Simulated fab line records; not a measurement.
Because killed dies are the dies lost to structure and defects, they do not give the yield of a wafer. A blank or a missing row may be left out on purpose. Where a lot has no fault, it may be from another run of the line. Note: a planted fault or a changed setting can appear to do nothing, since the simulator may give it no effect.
fab line records	flow nand-harc
record lots=13	wafers=37	last-day=33
route steps=1302 shown A_SLIT@943 A_SIN_REMOVE@951 A_WL_FILL@957 END@1302
lots untouched by any fault: they come from a run of this same line in which no faults occurred
start-h: start of the lot's first displayed wafer, in hours after the record's first day	wait-h: hours since the lot's step before	" as in the row above	L1.1+2: a row that stands for several wafers	- no value present, or no start provided	* or withheld: withheld	< > ~ a bound
route shown NAME@n: NAME is a module with steps in the file, n the number in the route of the first one	usual: average and standard deviation across the fault-free wafers	same: alike in all rows	chamber/n: place in a boat	sites: readings site by site	_std_site: the standard deviation of these	_edge_site: the outer-site mean with the inner-site mean subtracted	radius-mm: for every site, how far away it sits from the centre of the wafer	mask NAME#n: copy n	behind: the most recent tool/chamber to have shaped the wafer	hold: reason for holding the lot/hours on hold/outcome of the hold	device: which transistor (n, p or np) failed to switch	end of line: tests run on the same wafers once the route is complete	step lacking rows: just its recipe	killed: at the first sort, the dies lost to defects and structure; wafer yield is something else	map: shows each die of a wafer: x if killed, . if not, _ if none is there
set.NAME: the setting that was run; set.NAME@STEP: the one run at that earlier step	model.NAME: the simulator's own value behind a step, which no gauge read
steps of the route over a sample of lots; a table a step, a row a wafer
services: from which hour (start-h, from the record's first day; less than 0 if before it) a tool's chamber was out of use, for how many hours, and why
## steps
# step NHARC_A_SLIT_STRIP_18
# recipe o2-flow-sccm=500	ar-flow-sccm=0	bias-w=0	chemistry=O2
# usual drypump-motor-current-A=5.7/0.42	oes-product-au=1.000/0.01	rf-vpp-V=58.0/0.82	showerhead-plenum-p-Torr=3.58/0.12	throttle-valve-pct=17.036/0.009
lot.wafer	tool	chamber	start-h	wait-h	drypump-motor-current-A	oes-product-au	rf-hours-counter-h	rf-vpp-V	showerhead-plenum-p-Torr	throttle-valve-pct
L327.2	rie-diel-10	1	-	-	5.9	1.002	2	58.8	3.50	17.035
L327.4	"	3	"	"	5.1	0.993	1	57.1	3.58	17.036
L327.5	"	0	"	"	5.8	0.983	-	57.0	3.46	17.038
L326.3	rie-diel-09	2	-	-	5.8	0.978	9	58.6	3.47	17.043
L326.4	"	3	"	"	6.0	1.004	6	58.0	3.69	17.037
L326.6	"	2	"	"	5.8	0.978	-	57.3	3.47	17.026
L328.4	rie-diel-04	1	-	-	6.0	0.987	6	59.2	3.77	17.035
L328.1	"	3	"	"	5.4	1.018	6	58.7	3.54	17.024
L328.5	"	1	"	"	6.0	0.994	-	59.3	3.77	17.037
L330.4	rie-diel-10	0	-	-	5.8	0.990	5	57.5	3.45	17.031
L330.1	"	1	"	"	5.9	0.995	5	57.8	3.50	17.035
L330.3	"	2	"	"	5.0	1.014	5	59.5	3.72	17.037
L329.3	rie-diel-10	3	-	-	5.1	0.984	3	57.7	3.58	17.042
L329.6	"	2	"	"	5.0	1.014	-	56.3	3.72	17.045
L329.5	"	3	"	"	5.1	0.984	-	57.7	3.58	17.026
L331.1	rie-diel-04	0	-	-	5.4	1.000	8	57.1	3.52	17.025
L331.6	"	3	"	"	5.5	1.012	-	58.7	3.54	17.036
L331.5	"	0	"	"	5.4	0.998	-	58.6	3.52	17.032
L332.3	rie-diel-09	3	-	-	6.0	0.997	2	57.9	3.68	17.023
L332.2	"	1	"	"	6.7	0.991	2	57.0	3.44	17.033
L332.6	"	0	"	"	5.7	0.986	-	57.6	3.72	17.029
L338.2	rie-diel-09	0	-	-	5.7	0.990	5	58.5	3.72	17.046
L338.5	"	2	"	"	5.8	0.982	-	57.6	3.47	17.039
L338.6	"	3	"	"	6.0	0.998	-	59.5	3.68	17.033
L344.1	rie-diel-10	2	-	-	4.9	1.015	2	59.8	3.71	17.040
L344.4	"	0	"	"	5.8	1.001	2	58.2	3.45	17.032
L345.4	rie-diel-10	2	-	-	4.9	0.990	3	57.5	3.71	17.032
L345.6	"	2	"	"	5.0	0.999	-	58.3	3.71	17.024
L345.5	"	3	"	"	5.1	1.000	-	58.0	3.57	17.043
L347.4	rie-diel-09	3	-	-	6.0	1.012	13	59.0	3.68	17.030
L347.1	"	0	"	"	5.7	0.994	13	58.1	3.71	17.044
L348.4	rie-diel-04	0	-	-	5.4	1.014	6	59.2	3.52	17.037
L348.6	"	0	"	"	5.4	1.001	-	58.2	3.52	17.046
L348.5	"	1	"	"	6.0	1.018	-	58.2	3.76	17.049
L349.4	rie-diel-10	3	-	-	5.1	1.017	6	56.7	3.57	17.042
L349.2	"	1	"	"	5.9	1.004	4	58.1	3.50	17.037
L349.6	"	0	"	"	5.8	1.015	-	58.1	3.45	17.045
# step NHARC_A_SIN_REMOVE_INSPECT_04
# usual raw-defect-count=401/100
lot.wafer	tool	chamber	start-h	wait-h	raw-defect-count
L326.3	defect-inspect-01	-	459.35	0.0	375
L326.4	"	-	"	"	835
L326.6	"	-	"	"	578
L327.2	defect-inspect-01	-	459.38	0.0	364
L327.4	"	-	"	"	337
L327.5	"	-	"	"	285
L328.1	defect-inspect-02	-	492.13	0.0	270
L328.4	"	-	"	"	313
L328.5	"	-	"	"	304
L330.1	defect-inspect-01	-	496.87	0.0	424
L330.3	"	-	"	"	499
L330.4	"	-	"	"	857
L329.3	defect-inspect-02	-	496.88	0.0	312
L329.5	"	-	"	"	307
L329.6	"	-	"	"	237
L331.1	defect-inspect-02	-	509.72	0.0	469
L331.5	"	-	"	"	333
L331.6	"	-	"	"	353
L332.2	defect-inspect-01	-	542.23	0.0	345
L332.3	"	-	"	"	370
L332.6	"	-	"	"	391
L338.2	defect-inspect-01	-	595.84	0.0	382
L338.5	"	-	"	"	487
L338.6	"	-	"	"	721
L344.1	defect-inspect-02	-	643.89	0.0	454
L344.4	"	-	"	"	370
L345.4	defect-inspect-02	-	670.22	0.0	516
L345.5	"	-	"	"	413
L345.6	"	-	"	"	373
L347.1	defect-inspect-01	-	674.59	0.0	347
L347.4	"	-	"	"	283
L348.4	defect-inspect-01	-	688.00	0.0	510
L348.5	"	-	"	"	589
L348.6	"	-	"	"	450
L349.2	defect-inspect-01	-	693.77	0.0	295
L349.4	"	-	"	"	260
L349.6	"	-	"	"	409
# step NHARC_A_WL_FILL_ETCHBACK_04
# recipe target-depth-a=600	time-s=120	chemistry=NF3
# usual drypump-motor-current-A=5.4/0.42	oes-product-au=1.001/0.0095	run-length-s=141.3/0.48
lot.wafer	tool	chamber	start-h	wait-h	drypump-motor-current-A	oes-product-au	rf-hours-counter-h	run-length-s
L326.3	rie-metal-03	1	462.14	0.3	5.2	1.002	-	140.8
L326.4	"	0	"	"	4.8	1.010	-	140.8
L326.6	"	0	"	"	4.8	0.996	-	140.9
L327.2	rie-metal-01	1	462.51	0.4	5.2	1.002	1.2	140.7
L327.4	"	1	"	"	5.3	1.008	-	140.6
L327.5	"	0	"	"	6.0	1.005	-	141.4
L328.1	rie-metal-02	1	493.48	0.3	6.0	0.992	0.3	142.3
L328.4	"	0	"	"	5.4	1.007	-	141.7
L328.5	"	1	"	"	6.0	0.993	-	141.8
L330.1	rie-metal-03	0	498.29	0.3	4.8	0.994	2.6	141.0
L330.4	"	0	"	"	4.8	0.997	-	141.0
L330.3	"	1	"	"	5.2	0.989	-	141.1
L329.3	rie-metal-01	1	498.84	0.3	5.2	1.011	-	141.1
L329.5	"	1	"	"	5.3	1.015	-	140.8
L329.6	"	0	"	"	5.9	1.018	-	141.5
L331.1	rie-metal-01	1	511.06	0.3	5.2	0.992	2.0	140.5
L331.5	"	1	"	"	5.3	1.009	-	141.2
L331.6	"	0	"	"	6.0	1.002	-	141.4
L332.2	rie-metal-03	1	543.57	0.3	5.2	0.993	0.2	141.1
L332.3	"	1	"	"	5.2	0.996	-	141.0
L332.6	"	1	"	"	5.2	0.993	-	141.3
L338.2	rie-metal-01	1	597.20	0.3	5.2	0.989	0.2	141.1
L338.5	"	1	"	"	5.3	0.996	-	140.7
L338.6	"	0	"	"	5.9	1.000	-	141.5
L344.1	rie-metal-01	0	645.40	0.3	5.9	1.012	1.4	141.8
L344.4	"	1	"	"	5.2	0.994	-	101.9
L345.4	rie-metal-01	1	671.63	0.3	5.3	0.996	-	101.9
L345.6	"	1	"	"	5.2	0.990	-	140.5
L345.5	"	0	"	"	6.0	1.018	-	141.8
L347.1	rie-metal-01	1	676.12	0.3	5.2	0.990	1.9	140.9
L347.4	"	0	"	"	6.0	1.016	-	102.7
L348.4	rie-metal-03	0	689.45	0.3	4.8	1.001	-	141.5
L348.6	"	1	"	"	5.3	0.999	-	140.9
L348.5	"	0	"	"	4.8	1.005	-	141.1
L349.2	rie-metal-02	1	695.13	0.3	6.0	0.993	0.6	141.8
L349.4	"	0	"	"	5.4	1.014	-	141.6
L349.6	"	1	"	"	6.0	1.005	-	141.7
# step NHARC_A_WL_FILL_ALD_10
# recipe target-thk-a=500	pulse-time-s=10	ald-cycles=500	temp-c=300	material=SiO2
# usual heater-power-w=468/54	precursor-pulse-height-rel=1.001/0.022
lot.wafer	tool	chamber	start-h	wait-h	heater-power-w	precursor-pulse-height-rel
L326.3	ald-hk-03	0	467.36	0.1	454	0.978
L326.4	"	2	469.42	2.1	451	1.014
L326.6	"	1	472.50	5.2	494	1.034
L327.4	ald-hk-02	2	468.39	1.1	418	1.049
L327.2	"	3	469.42	2.1	526	0.965
L327.5	"	2	472.51	5.2	414	1.026
L330.3	ald-hk-02	3	505.68	0.0	525	0.960
L330.1	"	0	506.72	1.1	536	1.000
L330.4	"	1	507.75	2.1	473	0.988
L328.1	ald-hk-03	0	506.72	1.1	442	1.004
L328.4	"	1	"	"	501	1.012
L328.5	"	3	508.26	2.6	393	1.014
L329.3	ald-hk-04	0	507.75	2.1	516	1.020
L329.6	"	3	513.91	8.3	481	0.999
L329.5	"	0	515.96	10.3	520	0.988
L331.1	ald-hk-04	1	521.97	4.6	507	0.975
L331.5	"	2	523.00	5.6	365	1.043
L331.6	"	3	524.03	6.7	480	1.013
L332.3	ald-hk-02	0	548.84	0.0	527	0.988
L332.2	"	2	549.87	1.1	400	1.022
L332.6	"	0	550.90	2.1	519	1.001
L338.2	ald-hk-04	3	605.48	0.6	483	1.016
L338.6	"	2	607.00	2.1	381	1.001
L338.5	"	3	"	"	468	0.996
L344.1	ald-hk-04	3	651.72	1.1	481	1.001
L344.4	"	0	"	"	513	0.982
L345.4	ald-hk-03	0	678.85	1.6	446	0.968
L345.5	"	1	"	"	494	1.007
L345.6	"	2	"	"	451	0.984
L347.1	ald-hk-03	2	682.33	0.1	460	0.962
L347.4	"	3	"	"	373	1.024
L348.4	ald-hk-02	2	696.95	1.7	414	0.979
L348.6	"	0	697.98	2.8	517	0.998
L348.5	"	1	"	"	501	1.021
L349.2	ald-hk-03	2	705.01	1.1	457	0.985
L349.4	"	3	"	"	371	1.030
L349.6	"	0	"	"	445	1.015
# step NHARC_END_SORT_01
# recipe temp-c=25
# usual killed-at-array=56/18	killed-at-other=1.4/1.5	killed-at-periphery=4/3.1	killed-dies=61/19	killed-open=3.5/1.8	killed-short=2.4/1.4
# same gross-dies=677
lot.wafer	tool	chamber	start-h	wait-h	killed-at-array	killed-at-other	killed-at-periphery	killed-dies	killed-open	killed-short
L344.1	prober-02	0	738.62	2.5	79	2	0	81	2	2
L344.4	prober-02	0	740.99	3.4	240	0	2	242	4	4
L345.4	prober-01	0	764.15	3.4	226	0	3	229	5	0
L345.5	prober-01	0	764.96	3.7	35	0	2	37	2	2
L345.6	prober-01	0	765.77	4.1	28	0	2	30	2	2
L347.1	prober-02	0	770.66	2.5	59	3	2	64	4	0
L347.4	prober-02	0	773.06	3.4	202	0	4	206	3	3
# killed by level:class
L344.1 A_CHANNEL_HOLE_D1:chamber-film-flake=35 A_SLIT:chamber-film-flake=31 A_CONTACT:chamber-film-flake=4 A_WL_FILL:chamber-film-flake=3 A_CHANNEL_HOLE_D2:geometric-particle:short=2 THIN_TSV:chamber-film-flake=2 A_ONON_D1:geometric-particle:open=1 A_ONON_D2:geometric-particle:open=1
L344.4 A_WL_FILL:area-etchback=157 A_SLIT:chamber-film-flake=36 A_CHANNEL_HOLE_D1:chamber-film-flake=29 A_CONTACT:chamber-film-flake=4 A_STAIRCASE:chamber-film-flake=2 A_WL_FILL:chamber-film-flake=2 P_CONTACT:geometric-particle:short=1 A_DECK1_JOINT:geometric-particle:open=1
L345.4 A_WL_FILL:area-etchback=192 A_CHANNEL_HOLE_D1:chamber-film-flake=14 A_SLIT:chamber-film-flake=7 A_STAIRCASE:chamber-film-flake=3 A_M0:geometric-particle:open=2 P_STI:chamber-film-flake=2 A_CONTACT:chamber-film-flake=2 P_M0:geometric-particle:open=1
L345.5 A_CHANNEL_HOLE_D1:chamber-film-flake=16 A_SLIT:chamber-film-flake=4 A_CHANNEL_FILL_D1:chamber-film-flake=3 A_CHANNEL_HOLE_D2:chamber-film-flake=2 A_CONTACT:chamber-film-flake=2 P_GATE:geometric-particle:open=1 A_ONON_D2:geometric-particle:short=1 A_ONON_D2:geometric-particle:open=1
L345.6 A_CHANNEL_HOLE_D1:chamber-film-flake=10 A_SLIT:chamber-film-flake=5 A_BONDPAD:chamber-film-flake=3 A_ONON_D1:geometric-particle:short=2 P_STI:chamber-film-flake=2 A_CHANNEL_FILL_D1:chamber-film-flake=2 A_DECK1_JOINT:geometric-particle:open=1 A_CHANNEL_FILL_D2:geometric-particle:open=1
L347.1 A_SLIT:chamber-film-flake=32 A_CHANNEL_HOLE_D2:chamber-film-flake=7 A_CONTACT:chamber-film-flake=7 A_CHANNEL_HOLE_D1:unspecified=3 THIN_TSV:chamber-film-flake=3 A_STAIRCASE:chamber-film-flake=2 A_ONON_D1:geometric-particle:open=1 A_DECK1_JOINT:geometric-particle:open=1
L347.4 A_WL_FILL:area-etchback=156 A_SLIT:chamber-film-flake=28 A_STAIRCASE:chamber-film-flake=4 A_CHANNEL_HOLE_D2:chamber-film-flake=3 A_CONTACT:chamber-film-flake=3 P_CONTACT:geometric-particle:open=2 A_CHANNEL_FILL_D1:geometric-particle:short=2 A_CHANNEL_HOLE_D1:unspecified=2
## services
tool	chamber	start-h	hours	kind
rie-diel-10	3	431.38	8.0	repair
ald-hk-04	-	434.18	10.0	pm
rie-metal-03	-	477.52	1.9	repair
rie-diel-10	3	478.23	5.2	repair
ald-hk-04	-	490.52	1.6	repair
rie-diel-09	-	497.74	9.0	pm
rie-metal-03	-	519.03	9.0	pm
ald-hk-02	-	531.74	10.0	pm
rie-diel-09	3	537.15	5.0	repair
rie-metal-01	0	554.33	12.8	repair
rie-diel-09	0	560.00	4.3	repair
rie-diel-10	1	560.26	71.1	repair
rie-diel-10	2	564.46	3.6	repair
ald-hk-02	-	565.07	0.7	repair
rie-diel-10	-	565.90	1.6	repair
ald-hk-03	-	570.97	10.0	pm
rie-metal-01	-	575.00	9.0	pm
ald-hk-04	-	594.29	0.8	repair
rie-diel-10	-	596.50	9.0	pm
ald-hk-04	-	612.18	10.0	pm
rie-diel-09	1	619.79	44.7	repair
rie-metal-03	1	684.42	3.8	repair
rie-diel-10	3	688.56	3.1	repair
rie-metal-03	-	696.03	9.0	pm
## key
first-sign step=NHARC_A_WL_FILL_ETCHBACK_04	reading=run-length-s	direction=down	sigmas=81	usual=*	struck=*
effect step=NHARC_END_SORT_01	reading=killed-at-array	direction=up	sigmas=9.2	usual=56	struck=223
more-kills-born-at NHARC_A_WL_FILL_ETCHBACK_04@rie-metal-01=505
met-at NHARC_A_WL_FILL_ETCHBACK_04
struck-lots L344,L345,L347
struck-wafers L344.4,L345.4,L347.4
tester-left-out L344,L345,L347
not-acting-at NHARC_A_SLIT_STRIP_18,NHARC_A_SIN_REMOVE_INSPECT_04,NHARC_A_WL_FILL_ALD_10
onset-between 597.20 645.40
fault kind=process-parameter-drift	tool=rie-metal-01	chamber=-	onset-h=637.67	steps=NHARC_A_WL_FILL_ETCHBACK_04	channel=time-s	offset=*	shape=step	end-h=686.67	scope=struck-wafers-only	acts-in=*	stated=*
# tester-left-out: of these lots the tester's yield and bins aren't shown, on N5 and GAA mostly nor the transistor test; their killed dies are dies lost to structure and defects alone, not to doping, threshold or leakage, so they don't give the yield
